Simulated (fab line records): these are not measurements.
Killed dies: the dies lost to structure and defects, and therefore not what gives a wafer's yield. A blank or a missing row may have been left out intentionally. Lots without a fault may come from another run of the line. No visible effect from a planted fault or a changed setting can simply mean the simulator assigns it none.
fab line records ; flow n5_finfet
record lots=5; wafers=14; last_day=17
route steps=1938 shown BEOL_M12@1631 PASSIVATION@1936
lots that met no fault: from a run of the same line without faults
start_h: hours from the record's opening day to when the first of the lot's shown wafers began ; wait_h: how many hours have passed since the lot's step before this one ; " same as the row above ; L1.1+2: a row that stands for several wafers ; - value missing, or start not given ; * or withheld: withheld ; < > ~ a bound
route shown NAME@n: names a module that has steps shown in the file, with the first one's number in the route ; usual: average and standard deviation across the fault-free wafers ; same: alike in all rows ; chamber/n: place in a boat ; sites: per-site readings ; _std_site: the standard deviation of these ; _edge_site: outer sites' mean less inner sites' ; radius_mm: how far each site lies from the wafer's centre ; mask NAME#n: copy n ; behind: the tool/chamber that last shaped the wafer ; hold: what put the lot on hold/how long, in hours/how the hold closed ; device: whichever transistor did not switch (one of n, p or np) ; end of line: tests run on the same wafers once the route is complete ; for a step that has no rows: nothing shown but its recipe ; killed: count of dies lost to structure and defects at first sort (not the wafer's yield) ; map: the dies of a wafer, with x for killed, . for not killed, _ for no die there
set.NAME: the setting that was run; set.NAME@STEP: the one run at that earlier step ; model.NAME: the simulator's own value behind a step, which no gauge read
lots at selected steps of the route; one table per step, one row per wafer
services: a tool's chamber out of use, with start hour (start_h, from the record's first day; less than 0 if before it), hours out, and reason
## steps
# step N5_BEOL_M12_HARDBAKE_32
# recipe temp_c=130; time_s=120
# step N5_BEOL_M12_CD_MEAS_28
# recipe target_cd_nm=160.2; landing_energy_ev=500; detector=se_inlens; polarity=opening
# usual cd_nm=159.9/1.7
lot.wafer;tool;chamber;start_h;wait_h;cd_nm
L252.1;cd_sem-01;0;295.19;-;158.9
L252.4;cd_sem-01;0;295.19;-;156.8
L252.5;cd_sem-01;0;295.19;-;161.5
L251.2;cd_sem-02;0;303.20;-;163.4
L251.3;cd_sem-02;0;303.20;-;160.7
L251.6;cd_sem-02;0;303.20;-;162.1
L254.1;cd_sem-01;0;327.23;-;161.9
L254.4;cd_sem-01;0;327.23;-;160.0
L261.1;cd_sem-01;0;351.27;-;155.9
L261.3;cd_sem-01;0;351.27;-;158.5
L261.4;cd_sem-01;0;351.27;-;156.9
L262.1;cd_sem-02;0;366.97;-;158.3
L262.5;cd_sem-02;0;366.97;-;159.6
L262.6;cd_sem-02;0;366.97;-;158.0
# step N5_BEOL_M12_OVL_MEAS_29
# recipe points_per_wafer=44
# usual M12_OVL=-4/6.1
lot.wafer;tool;chamber;start_h;wait_h;M12_OVL[nm]
L252.1;overlay-01;0;295.22;0.0;-11
L252.4;overlay-01;0;295.22;0.0;-13
L252.5;overlay-01;0;295.22;0.0;-10
L251.2;overlay-02;0;303.23;0.0;-4
L251.3;overlay-02;0;303.23;0.0;-1
L251.6;overlay-02;0;303.23;0.0;-3
L254.1;overlay-01;0;327.26;0.0;-11
L254.4;overlay-01;0;327.26;0.0;-7
L261.1;overlay-01;0;351.30;0.0;-1
L261.3;overlay-01;0;351.30;0.0;2
L261.4;overlay-01;0;351.30;0.0;2
L262.1;overlay-02;0;367.00;0.0;9
L262.5;overlay-02;0;367.00;0.0;2
L262.6;overlay-02;0;367.00;0.0;-3
# step N5_BEOL_M12_INSPECT_30
# recipe mode=adi; inspect_instrument=macro
# usual raw_defect_count=1.9/1.4
lot.wafer;tool;chamber;start_h;wait_h;raw_defect_count
L252.1;defect_inspect-02;-;295.25;0.0;1
L252.4;defect_inspect-02;-;295.25;0.0;0
L252.5;defect_inspect-02;-;295.25;0.0;2
L251.2;defect_inspect-01;-;303.25;0.0;2
L251.3;defect_inspect-01;-;303.25;0.0;1
L251.6;defect_inspect-01;-;303.25;0.0;4
L254.1;defect_inspect-01;-;327.28;0.0;1
L254.4;defect_inspect-01;-;327.28;0.0;1
L261.1;defect_inspect-01;-;351.33;0.0;0
L261.3;defect_inspect-01;-;351.33;0.0;4
L261.4;defect_inspect-01;-;351.33;0.0;1
L262.1;defect_inspect-01;-;367.02;0.0;6
L262.5;defect_inspect-01;-;367.02;0.0;3
L262.6;defect_inspect-01;-;367.02;0.0;2
# step N5_BEOL_M12_DESCUM_33
# recipe chemistry=O2; time_s=7.9; source_power_w=50; bias_power_w=20; pressure_mtorr=20; rf_frequency_hz=2.712e+07; temp_c=40; o2_flow_sccm=225
# usual drypump_motor_current_A=5.9/0.36; oes_product_au=0.83/0.069; rf_vpp_V=243.3/1.2; showerhead_plenum_p_Torr=2.11/0.057; temp_c=40.01/0.14; throttle_valve_pct=20.45/0.23
lot.wafer;tool;chamber;start_h;wait_h;drypump_motor_current_A;oes_product_au;rf_hours_counter_h;rf_vpp_V;showerhead_plenum_p_Torr;temp_c;throttle_valve_pct
L252.1;rie_diel-06;1;295.35;0.1;6.5;0.86;56;242.2;2.14;39.86;20.76
L252.4;rie_diel-06;3;295.35;0.1;5.4;0.66;247;241.3;2.05;39.73;20.80
L252.5;rie_diel-06;1;295.35;0.1;6.6;0.87;-;242.2;2.14;39.89;20.76
L251.2;rie_diel-02;3;303.36;0.1;5.5;0.82;63;243.7;2.15;40.11;20.22
L251.3;rie_diel-02;0;303.36;0.1;6.0;0.81;102;243.5;2.11;40.09;20.26
L251.6;rie_diel-02;2;303.36;0.1;6.2;0.83;-;243.6;2.12;40.25;20.15
L254.1;rie_diel-01;3;327.32;0.0;5.3;0.82;82;244.6;2.22;39.95;20.73
L254.4;rie_diel-01;2;327.32;0.0;5.9;0.94;17;243.7;2.15;40.08;20.36
L261.1;rie_diel-01;1;351.36;0.0;6.1;0.84;61;242.0;2.05;40.05;20.40
L261.3;rie_diel-01;3;351.36;0.0;5.3;0.81;91;245.4;2.22;39.93;20.77
L261.4;rie_diel-01;0;351.36;0.0;6.0;0.78;115;243.7;2.20;40.03;20.48
L262.1;rie_diel-06;3;367.38;0.4;5.4;0.96;17;243.2;2.04;39.90;20.40
L262.5;rie_diel-06;2;367.38;0.4;5.7;0.79;-;242.9;2.01;39.89;20.35
L262.6;rie_diel-06;1;367.38;0.4;6.5;0.82;-;244.1;2.13;40.28;20.79
# step N5_BEOL_M12_ETCH_67
# recipe chemistry=CF4; target=SiARC; target_depth_a=1430; time_s=238.3; ion_energy_ev=80; pressure_mtorr=40; source_w=545; bias_w=36; Ar_flow_sccm=100; cf4_flow_sccm=100; ends=cleared
# step N5_BEOL_M12_ETCH_68
# recipe chemistry=N2/H2; target=SOC; mask_material=SiARC; source_w=3000; bias_w=350; temp_c=40; time_s=285; ion_energy_ev=200; pressure_mtorr=30; n2_flow_sccm=200; h2_flow_sccm=200
# step N5_BEOL_M12_STRIP_69
# recipe chemistry=N2/H2; temp_c=40; n2_flow_sccm=200; h2_flow_sccm=200; rf_frequency_hz=6e+07
# step N5_BEOL_M12_TRENCH_ETCH_34
# recipe chemistry=C4F8/O2/Ar; target=SiOC; target_depth_a=3189.5; mask_material=SOC; pressure_mtorr=30; source_w=3000; bias_w=700; Ar_flow_sccm=400; C4F8_flow_sccm=15; O2_flow_sccm=8; he_inner_torr=15; he_outer_torr=30; time_s=125.5; ion_energy_ev=250
# usual drypump_motor_current_A=5.9/0.36; oes_product_au=0.83/0.069; rf_vpp_V=665.9/2.4; showerhead_plenum_p_Torr=3.43/0.079; throttle_valve_pct=24.15/0.28
lot.wafer;tool;chamber;start_h;wait_h;drypump_motor_current_A;oes_product_au;rf_hours_counter_h;rf_vpp_V;showerhead_plenum_p_Torr;throttle_valve_pct
L252.1;rie_diel-06;1;295.72;0.0;6.5;0.85;57;666.1;3.45;24.35
L252.4;rie_diel-06;3;295.72;0.0;5.4;0.65;248;663.0;3.36;24.57
L252.5;rie_diel-06;1;295.72;0.0;6.5;0.84;-;666.4;3.45;24.34
L251.2;rie_diel-02;3;303.73;0.0;5.6;0.82;63;665.4;3.47;23.86
L251.3;rie_diel-02;0;303.73;0.0;6.0;0.81;102;665.7;3.44;24.02
L251.6;rie_diel-02;2;303.73;0.0;6.2;0.83;-;668.4;3.43;23.77
L254.1;rie_diel-01;3;327.68;0.0;5.3;0.82;82;669.6;3.59;24.46
L254.4;rie_diel-01;2;327.68;0.0;5.9;0.94;17;666.4;3.49;24.07
L261.1;rie_diel-01;1;351.72;0.0;6.1;0.83;62;663.8;3.32;24.05
L261.3;rie_diel-01;3;351.72;0.0;5.3;0.80;91;670.2;3.58;24.47
L261.4;rie_diel-01;0;351.72;0.0;6.0;0.78;115;669.8;3.54;24.06
L262.1;rie_diel-06;3;367.75;0.0;5.4;0.96;17;664.0;3.35;24.22
L262.5;rie_diel-06;2;367.75;0.0;5.7;0.80;-;663.6;3.31;24.18
L262.6;rie_diel-06;1;367.75;0.0;6.5;0.82;-;667.8;3.43;24.38
# step N5_BEOL_M12_STRIP_70
# recipe chemistry=C4F8/O2/Ar; resist=SiARC; rf_frequency_hz=6e+07
# step N5_BEOL_M12_OCD_MEAS_35
# usual trench_depth_nm=319/4.5
lot.wafer;tool;chamber;start_h;wait_h;trench_depth_nm
L252.1;ocd-01;-;295.87;0.0;320
L252.4;ocd-01;-;295.87;0.0;306
L252.5;ocd-01;-;295.87;0.0;321
L251.2;ocd-01;-;303.88;0.0;320
L251.3;ocd-01;-;303.88;0.0;319
L251.6;ocd-01;-;303.88;0.0;324
L254.1;ocd-01;-;327.84;0.0;328
L254.4;ocd-01;-;327.84;0.0;321
L261.1;ocd-02;-;351.88;0.0;314
L261.3;ocd-02;-;351.88;0.0;324
L261.4;ocd-02;-;351.88;0.0;319
L262.1;ocd-01;-;367.90;0.0;325
L262.5;ocd-01;-;367.90;0.0;321
L262.6;ocd-01;-;367.90;0.0;321
# step N5_BEOL_M12_STRIP_37
# recipe chemistry=N2/H2; power_w=1000; temp_c=250; h2_frac=0.65; overash_fraction=0.3; pressure_mtorr=withheld; n2_flow_sccm=1750; h2_flow_sccm=3250
# step N5_BEOL_M12_ETCH_38
# recipe chemistry=CF4/N2; target=SiCN; target_depth_a=687; taper_deg=2; time_s=73.4; ion_energy_ev=150; mask_material=SiO2; pressure_mtorr=40; source_w=430; bias_w=70; Ar_flow_sccm=100; cf4_flow_sccm=60; n2_flow_sccm=60
# usual drypump_motor_current_A=5.8/0.34; oes_product_au=0.83/0.065; rf_vpp_V=382.9/1.7; showerhead_plenum_p_Torr=2.23/0.061; throttle_valve_pct=15.34/0.21
lot.wafer;tool;chamber;start_h;wait_h;drypump_motor_current_A;oes_product_au;rf_hours_counter_h;rf_vpp_V;showerhead_plenum_p_Torr;throttle_valve_pct;model.etch.depth_nm;model.SiOC_of_BEOL_M12_ILD_DEP_00.thk_nm
L252.1;rie_diel-02;3;300.57;-;5.5;0.82;61;382.4;2.24;15.06;57.51;608.2
L252.4;rie_diel-02;0;300.57;-;6.0;0.80;101;383.1;2.22;15.26;58.98;610.6
L252.5;rie_diel-02;0;300.57;-;6.0;0.81;-;383.1;2.22;15.26;58.72;615.2
L251.2;rie_diel-06;2;304.10;-;5.7;0.83;86;379.2;2.14;15.35;59.14;612
L251.3;rie_diel-06;0;304.10;-;6.2;0.84;70;381.4;2.15;15.55;60.89;584.2
L251.6;rie_diel-06;2;304.10;-;5.7;0.83;-;380.3;2.14;15.34;59.37;617
L254.1;rie_diel-02;2;329.55;-;6.2;1.13;98;382.8;2.21;15.11;95.51;583.2
L254.4;rie_diel-02;1;329.55;-;5.5;1.35;4;382.3;2.26;15.52;95.34;576.8
L261.1;rie_diel-01;2;353.85;-;5.9;0.92;27;383.7;2.24;15.21;59.43;597
L261.3;rie_diel-01;1;353.85;-;6.1;0.83;62;380.2;2.14;15.25;57.65;608.6
L261.4;rie_diel-01;0;353.85;-;6.0;0.79;116;385.2;2.31;15.41;59.8;612.4
L262.1;rie_diel-01;3;370.41;-;5.3;0.80;98;384.4;2.32;15.64;59.92;603.6
L262.5;rie_diel-01;0;370.41;-;6.0;0.78;-;382.7;2.30;15.41;59.81;627
L262.6;rie_diel-01;3;370.41;-;5.3;0.79;-;386.4;2.32;15.62;59.61;611.2
# step N5_BEOL_M12_PRECLEAN_39
# recipe chemistry=residue_remover; time_s=60; temp_c=40
# step N5_BEOL_M12_SRD_40
# recipe time_s=30; temp_c=23; rinse_liquid=diw; dry=n2_spin; spin_rpm=1500; dry_time_s=30
# step N5_BEOL_M12_DEGAS_41
# recipe ambient=vacuum; temp_c=250; time_s=60
# usual heater_power_w=328/27
lot.wafer;tool;chamber;start_h;wait_h;heater_power_w
L252.1;pvd_sputter-01;-;301.01;0.3;340
L252.4;pvd_sputter-01;-;301.01;0.3;336
L252.5;pvd_sputter-01;-;301.01;0.3;342
L251.2;pvd_sputter-01;-;304.35;0.1;343
L251.3;pvd_sputter-01;-;304.35;0.1;350
L251.6;pvd_sputter-01;-;304.35;0.1;348
L254.1;pvd_sputter-01;-;329.97;0.3;349
L254.4;pvd_sputter-01;-;329.97;0.3;342
L261.1;pvd_sputter-01;-;354.32;0.3;347
L261.3;pvd_sputter-01;-;354.32;0.3;362
L261.4;pvd_sputter-01;-;354.32;0.3;346
L262.1;pvd_sputter-03;-;371.01;0.4;294
L262.5;pvd_sputter-03;-;371.01;0.4;274
L262.6;pvd_sputter-03;-;371.01;0.4;306
# step N5_BEOL_M12_PRE_CLEAN_42
# recipe gas=H2/He; time_s=30; temp_c=250
# usual heater_power_w=328/28
lot.wafer;tool;chamber;start_h;wait_h;heater_power_w
L252.1;pvd_sputter-01;-;301.05;0.0;345
L252.4;pvd_sputter-01;-;301.05;0.0;344
L252.5;pvd_sputter-01;-;301.05;0.0;342
L251.2;pvd_sputter-01;-;304.39;0.0;347
L251.3;pvd_sputter-01;-;304.39;0.0;353
L251.6;pvd_sputter-01;-;304.39;0.0;351
L254.1;pvd_sputter-01;-;330.01;0.0;347
L254.4;pvd_sputter-01;-;330.01;0.0;345
L261.1;pvd_sputter-01;-;354.36;0.0;341
L261.3;pvd_sputter-01;-;354.36;0.0;355
L261.4;pvd_sputter-01;-;354.36;0.0;344
L262.1;pvd_sputter-03;-;371.06;0.0;293
L262.5;pvd_sputter-03;-;371.06;0.0;270
L262.6;pvd_sputter-03;-;371.06;0.0;305
# step N5_BEOL_M12_SPUTTER_43
# recipe material=TaN; target_thk_a=150; temp_c=50; bias_v=168.6; power_w=15000; chamber_pressure_pa=0.12; time_s=24.19
# step N5_BEOL_M12_SPUTTER_44
# recipe material=Ta; target_thk_a=100; temp_c=50; bias_v=80; power_w=15000; chamber_pressure_pa=0.07; time_s=16.13
# step N5_BEOL_M12_SPUTTER_45
# recipe material=Cu; target_thk_a=800; temp_c=-20; bias_v=60; power_w=26000; chamber_pressure_pa=0.13; time_s=13.33
# usual chuck_gas_flow_sccm=1.26/0.05; throttle_valve_pct=30.1/1.2
lot.wafer;tool;chamber;start_h;wait_h;chuck_gas_flow_sccm;throttle_valve_pct
L252.1;pvd_sputter-01;-;301.25;0.0;1.25;30.0
L252.4;pvd_sputter-01;-;301.25;0.0;1.30;29.0
L252.5;pvd_sputter-01;-;301.25;0.0;1.41;30.2
L251.2;pvd_sputter-01;-;304.59;0.0;1.37;29.9
L251.3;pvd_sputter-01;-;304.59;0.0;1.25;32.1
L251.6;pvd_sputter-01;-;304.59;0.0;1.36;29.1
L254.1;pvd_sputter-01;-;330.21;0.0;1.29;32.4
L254.4;pvd_sputter-01;-;330.21;0.0;1.22;30.0
L261.1;pvd_sputter-01;-;354.56;0.0;1.29;29.1
L261.3;pvd_sputter-01;-;354.56;0.0;1.20;30.8
L261.4;pvd_sputter-01;-;354.56;0.0;1.35;32.0
L262.1;pvd_sputter-03;-;371.27;0.0;1.21;30.4
L262.5;pvd_sputter-03;-;371.27;0.0;1.20;29.2
L262.6;pvd_sputter-03;-;371.27;0.0;1.28;29.0
# step N5_BEOL_M12_ECD_47
# recipe material=Cu; target_thk_a=7200
# step N5_BEOL_M12_ANNEAL_48
# recipe temp_c=225; time_s=90; ambient=N2
# step N5_BEOL_M12_CMP_49
# recipe stop_on=SiOC; t_overpolish_s=20.6; down_force_psi=1; platen_rpm=50; clearing_platen_down_force_psi=1.5; clearing_platen_rpm=50; post_cmp_clean=cu_alkaline; target_thk_nm=320; clearing_platen_pad_velocity_m_s=0.99484; pad_velocity_m_s=0.99484
# usual motor_current_A=6.3/0.55
lot.wafer;tool;chamber;start_h;wait_h;motor_current_A;model.SiOC_of_BEOL_M12_ILD_DEP_00.thk_nm
L252.1;cmp-01;3;302.31;0.3;5.9;598.2
L252.4;cmp-01;2;302.31;0.3;5.4;600.6
L252.5;cmp-01;3;302.31;0.3;5.8;605.2
L251.3;cmp-04;2;305.15;0.2;6.4;574.2
L251.2;cmp-04;1;305.15;0.2;6.5;602
L251.6;cmp-04;3;305.15;0.2;6.4;607
L254.1;cmp-04;0;330.82;0.3;5.4;573.2
L254.4;cmp-04;2;330.82;0.3;6.3;566.8
L261.3;cmp-03;1;355.43;0.2;6.6;598.6
L261.4;cmp-03;2;355.43;0.2;6.8;602.4
L261.1;cmp-03;0;355.43;0.2;6.4;587
L262.1;cmp-04;0;372.03;0.4;5.7;593.6
L262.6;cmp-04;2;372.03;0.4;6.2;601.2
L262.5;cmp-04;3;372.03;0.4;6.9;617
# step N5_BEOL_M12_THK_MEAS_50
# recipe thk_meas_gauge=xrf; reads=Cu_of_BEOL_M12_ECD_47
# usual M12_THK=320/5.4
lot.wafer;tool;chamber;start_h;wait_h;M12_THK[nm]
L252.1;film_metro-01;-;302.60;-;324
L252.4;film_metro-01;-;302.60;-;309
L252.5;film_metro-01;-;302.60;-;326
L251.2;film_metro-02;-;305.45;-;318
L251.3;film_metro-02;-;305.45;-;317
L251.6;film_metro-02;-;305.45;-;322
L254.1;film_metro-01;-;331.08;-;330
L254.4;film_metro-01;-;331.08;-;322
L261.1;film_metro-02;-;355.72;-;312
L261.3;film_metro-02;-;355.72;-;325
L261.4;film_metro-02;-;355.72;-;319
L262.1;film_metro-01;-;372.24;-;329
L262.5;film_metro-01;-;372.24;-;326
L262.6;film_metro-01;-;372.24;-;326
# step N5_PASSIVATION_PROBE_49
# usual defect_limited_yield=91.2/1.3; killed_at_M0_to_M3=34/10; killed_at_M4_up=13/4.6; killed_at_contacts=13/5.5; killed_at_front_end=41/12; killed_at_other=2.8/2.4; killed_dies=104/16; killed_open=67/12; killed_short=33/7.2; sort_bin_4_leakage=0.00/0.012; sort_bin_5_function=5.1/0.86; sort_bin_6_memory=3.3/0.62; sort_n_pass=1076/16; sort_yield_pct=91.2/1.3
# same gross_dies=1180; killed_at_back_side=0; sort_bin_8_speed[%]=0
lot.wafer;tool;chamber;start_h;wait_h;defect_limited_yield[%];killed_at_M0_to_M3;killed_at_M4_up;killed_at_contacts;killed_at_front_end;killed_at_other;killed_dies;killed_open;killed_short;sort_bin_4_leakage[%];sort_bin_5_function[%];sort_bin_6_memory[%];sort_n_pass;sort_yield_pct[%]
L252.1;prober-02;-;335.61;0.0;90.4;37;17;25;31;3;113;80;32;0;5.1;4.2;1067;90.4
L252.4;prober-02;-;335.76;0.2;91.6;28;14;11;46;0;99;64;31;0;5.3;2.8;1081;91.6
L252.5;prober-02;-;335.81;0.2;87.8;54;23;8;58;1;144;105;31;0.08;7.7;4.0;1035;87.7
L251.2;prober-02;-;338.66;0.1;91.1;29;17;4;52;3;105;67;31;0;4.7;3.3;1075;91.1
L251.3;prober-02;-;338.71;0.1;90.5;42;11;19;38;2;112;76;29;0;5.3;3.7;1068;90.5
L251.6;prober-02;-;338.86;0.3;90.0;46;14;14;42;2;118;75;43;0;5.1;4.7;1062;90.0
L254.1;prober-02;-;364.53;0.0;93.1;30;11;13;27;1;82;46;32;0;3.9;2.7;1098;93.1
L254.4;prober-02;-;364.68;0.2;92.0;32;10;8;42;2;94;62;28;0;5.0;2.5;1086;92.0
L261.1;prober-01;-;390.43;0.0;90.3;33;4;17;61;0;115;75;32;0;5.3;4.1;1065;90.3
L261.3;prober-01;-;390.53;0.1;91.7;18;9;23;48;0;98;66;29;0;4.7;3.3;1082;91.7
L261.4;prober-01;-;390.58;0.2;90.3;27;11;21;52;3;114;79;33;0;5.6;3.8;1066;90.3
L262.1;prober-01;-;407.30;0.0;93.1;23;14;7;33;5;82;51;24;0;4.3;2.5;1098;93.1
L262.5;prober-01;-;407.50;0.2;92.1;20;12;18;42;1;93;65;24;0;4.9;2.6;1087;92.1
L262.6;prober-01;-;407.55;0.3;91.9;21;9;18;47;1;96;65;29;0;4.7;3.3;1084;91.9
# killed by level:class
L252.1 MOL_CONTACT_COAG:geometric_particle:open=19 BEOL_M1:geometric_particle:open=14 BEOL_M0_SAQP:geometric_particle:open=7 MOL_CONTACT_COAG:geometric_particle:short=6 STARTING-WAFER:geometric_particle:open=6 STI_FIN_REVEAL:geometric_particle:open=5 BEOL_M4:geometric_particle:open=5 BEOL_M5:geometric_particle:open=5
L252.4 FIN_SAQP:geometric_particle:open=10 MOL_CONTACT_COAG:geometric_particle:open=9 STI_FIN_REVEAL:geometric_particle:open=8 GATE_CUT:geometric_particle:short=7 BEOL_M1:geometric_particle:open=6 BEOL_M3:geometric_particle:open=6 FIN_SAQP:geometric_particle:short=5 BEOL_M4:geometric_particle:open=5
L252.5 STI_FIN_REVEAL:geometric_particle:open=19 BEOL_M4:geometric_particle:open=13 FIN_SAQP:geometric_particle:open=12 BEOL_M0_SAQP:geometric_particle:short=12 BEOL_M0_SAQP:geometric_particle:open=12 BEOL_M1:geometric_particle:open=12 BEOL_M3:geometric_particle:open=8 MOL_CONTACT_COAG:geometric_particle:open=6
L251.2 FIN_SAQP:geometric_particle:open=8 FIN_SAQP:geometric_particle:short=8 BEOL_M0_SAQP:geometric_particle:open=8 BEOL_M1:geometric_particle:open=8 STI_FIN_REVEAL:geometric_particle:open=6 BEOL_M0_SAQP:geometric_particle:short=6 HKMG_FIN:area_etch=5 BEOL_M5:geometric_particle:open=4
L251.3 MOL_CONTACT_COAG:geometric_particle:open=12 BEOL_M0_SAQP:geometric_particle:short=9 BEOL_M3:geometric_particle:open=8 BEOL_M0_SAQP:geometric_particle:open=8 DUMMY_GATE:geometric_particle:open=7 BEOL_M1:geometric_particle:open=6 BEOL_M2:geometric_particle:open=6 FIN_SAQP:geometric_particle:short=5
L251.6 BEOL_M0_SAQP:geometric_particle:open=15 BEOL_M0_SAQP:geometric_particle:short=13 FIN_SAQP:geometric_particle:open=10 MOL_CONTACT_COAG:geometric_particle:open=9 DUMMY_GATE:geometric_particle:open=7 BEOL_M1:geometric_particle:open=7 FIN_SAQP:geometric_particle:short=5 MOL_CONTACT_COAG:geometric_particle:short=5
L254.1 BEOL_M3:geometric_particle:open=10 MOL_CONTACT_COAG:geometric_particle:open=8 BEOL_M0_SAQP:geometric_particle:short=8 GATE_CUT:geometric_particle:short=5 MOL_CONTACT_COAG:geometric_particle:short=5 BEOL_M1:geometric_particle:open=5 BEOL_M4:geometric_particle:open=4 STARTING-WAFER:geometric_particle:short=4
L254.4 GATE_CUT:geometric_particle:short=11 BEOL_M0_SAQP:geometric_particle:open=10 BEOL_M3:geometric_particle:open=10 GATE_CUT:geometric_particle:open=8 MOL_CONTACT_COAG:geometric_particle:open=8 BEOL_M4:geometric_particle:open=6 BEOL_M0_SAQP:geometric_particle:short=4 FIN_SAQP:geometric_particle:open=3
L261.1 MOL_CONTACT_COAG:geometric_particle:open=13 FIN_SAQP:geometric_particle:open=12 DUMMY_GATE:geometric_particle:open=9 BEOL_M3:geometric_particle:open=8 BEOL_M0_SAQP:geometric_particle:open=7 STI_FIN_REVEAL:geometric_particle:short=5 STI_FIN_REVEAL:geometric_particle:open=5 GATE_CUT:geometric_particle:short=5
L261.3 MOL_CONTACT_COAG:geometric_particle:open=18 DUMMY_GATE:geometric_particle:open=9 FIN_SAQP:geometric_particle:open=7 STI_FIN_REVEAL:geometric_particle:open=7 DUMMY_GATE:geometric_particle:short=7 FIN_SAQP:geometric_particle:short=6 BEOL_M0_SAQP:geometric_particle:open=5 BEOL_M0_SAQP:geometric_particle:short=5
L261.4 MOL_CONTACT_COAG:geometric_particle:open=14 FIN_SAQP:geometric_particle:open=9 STI_FIN_REVEAL:geometric_particle:open=8 FIN_SAQP:geometric_particle:short=7 GATE_CUT:geometric_particle:short=7 GATE_CUT:geometric_particle:open=6 BEOL_M0_SAQP:geometric_particle:short=6 BEOL_M3:geometric_particle:open=6
L262.1 FIN_SAQP:geometric_particle:open=7 STI_FIN_REVEAL:geometric_particle:open=7 BEOL_M0_SAQP:geometric_particle:open=6 FIN_SAQP:geometric_particle:short=5 MOL_CONTACT_COAG:geometric_particle:open=5 BEOL_M1:geometric_particle:open=5 BEOL_M4:geometric_particle:open=3 STARTING-WAFER:geometric_particle:open=3
L262.5 STI_FIN_REVEAL:geometric_particle:open=18 MOL_CONTACT_COAG:geometric_particle:open=16 FIN_SAQP:geometric_particle:short=8 BEOL_M4:geometric_particle:open=6 BEOL_M1:geometric_particle:open=5 DUMMY_GATE:geometric_particle:open=4 BEOL_M0:geometric_particle:open=4 DUMMY_GATE:geometric_particle:short=2
L262.6 STI_FIN_REVEAL:geometric_particle:open=19 MOL_CONTACT_COAG:geometric_particle:open=13 STI_FIN_REVEAL:geometric_particle:short=7 DUMMY_GATE:geometric_particle:open=7 MOL_CONTACT_COAG:geometric_particle:short=5 FIN_SAQP:geometric_particle:short=4 BEOL_M1:geometric_particle:open=4 BEOL_M2:geometric_particle:open=4
## services
tool;chamber;start_h;hours;kind
cmp-01;-;289.09;4.0;pm
cmp-01;-;293.09;-;consumable_replace:conditioner
cmp-01;-;293.09;-;consumable_replace:pad
cmp-03;-;296.21;4.0;pm
cmp-03;-;300.21;-;consumable_replace:conditioner
cmp-03;-;300.21;-;consumable_replace:pad
rie_diel-02;1;302.20;-;clean
rie_diel-02;1;302.20;-;consumable_replace:focus_ring
rie_diel-02;1;302.20;17.0;scheduled_down
rie_diel-02;1;302.20;17.0;vent_cycle
rie_diel-06;3;303.32;-;clean
rie_diel-06;3;303.32;-;consumable_replace:focus_ring
rie_diel-06;3;303.32;15.4;scheduled_down
rie_diel-06;3;303.32;15.4;vent_cycle
rie_diel-01;2;315.73;7.1;repair
cmp-03;-;316.56;0.2;repair
rie_diel-02;3;350.59;13.3;repair
cmp-04;-;355.32;2.5;repair
## key
first_sign step=N5_BEOL_M12_ETCH_38; reading=oes_product_au; direction=up; sigmas=6.3; usual=0.83; struck=1.24
effect none on later readings
model_effect step=N5_BEOL_M12_ETCH_38; value=etch.depth_nm; without=58.73; struck=95.43
model_effect step=N5_BEOL_M12_CMP_49; value=SiOC_of_BEOL_M12_ILD_DEP_00.thk_nm; without=600.8; struck=570
met_at N5_BEOL_M12_ETCH_38
struck_wafers L254.1,L254.4
onset_between 300.57 329.55
fault kind=process_parameter_drift; tool=rie_diel-02; chamber=-; onset_h=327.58; steps=N5_BEOL_M12_ETCH_38; channel=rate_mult; offset=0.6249; shape=step; end_h=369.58; scope=struck_wafers_only
